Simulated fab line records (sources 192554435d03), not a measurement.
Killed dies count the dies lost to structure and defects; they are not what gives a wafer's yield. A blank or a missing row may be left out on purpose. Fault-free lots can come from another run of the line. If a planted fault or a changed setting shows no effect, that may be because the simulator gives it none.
Chamber matching + flow n5Finfet + 3 sister chambers for N5_BEOL_M3_CO_CAP_55 on cvdCo-02
The step material Co, precursor CCTBA/H2, target thk 2 nm, time 102.1 s. 6 wafers are shown with their chamber, then 9 later ones without.

WAFERS WITH THEIR CHAMBER
| wafer  | chamber | heaterPowerW (W) |
|--------|---------|------------------|
| L082.3 | 0       | 235              |
| L082.5 | 0       | 234              |
| L089.4 | 2       | 222              |
| L087.3 | 1       | 254              |
| L087.5 | 1       | 257              |
| L087.6 | 2       | 223              |

WAFERS MISSING THEIR CHAMBER
| wafer  | heaterPowerW (W) |
|--------|------------------|
| L088.1 | 238              |
| L088.2 | 253              |
| L088.5 | 251              |
| L095.2 | 219              |
| L095.3 | 250              |
| L095.5 | 249              |
| L096.1 | 221              |
| L096.3 | 242              |
| L096.5 | 227              |

WHICH CHAMBER EACH WENT THROUGH
| wafer  | from the rows above | in truth                   |
|--------|---------------------|----------------------------|
| L088.1 | 0                   | 0                          |
| L088.2 | 1                   | 1                          |
| L088.5 | 1                   | 1                          |
| L095.2 | 2                   | 2                          |
| L095.3 | 1                   | 1                          |
| L095.5 | 1                   | 1                          |
| L096.1 | 2                   | 2                          |
| L096.3 | 0                   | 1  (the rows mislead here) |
| L096.5 | 2                   | 2                          |
8 of 9 placed correctly. From these rows, 0 cannot be placed. Number placed wrongly: 1.
How it was worked out, from the rows above alone: a wafer's distance from a chamber is the root of the sum, over the readings, of the square of ((its reading less the chamber's mean) divided by the reading's scatter). The wafer belongs to the nearest chamber; if the next one is less than 2 further off, it can't be placed. For every chamber, the mean is computed from those of its wafers that are shown. How the scatter is found: for the shown wafers, subtract from each reading the mean of its chamber, square and add these, divide the total by (wafers less chambers), then take the root.
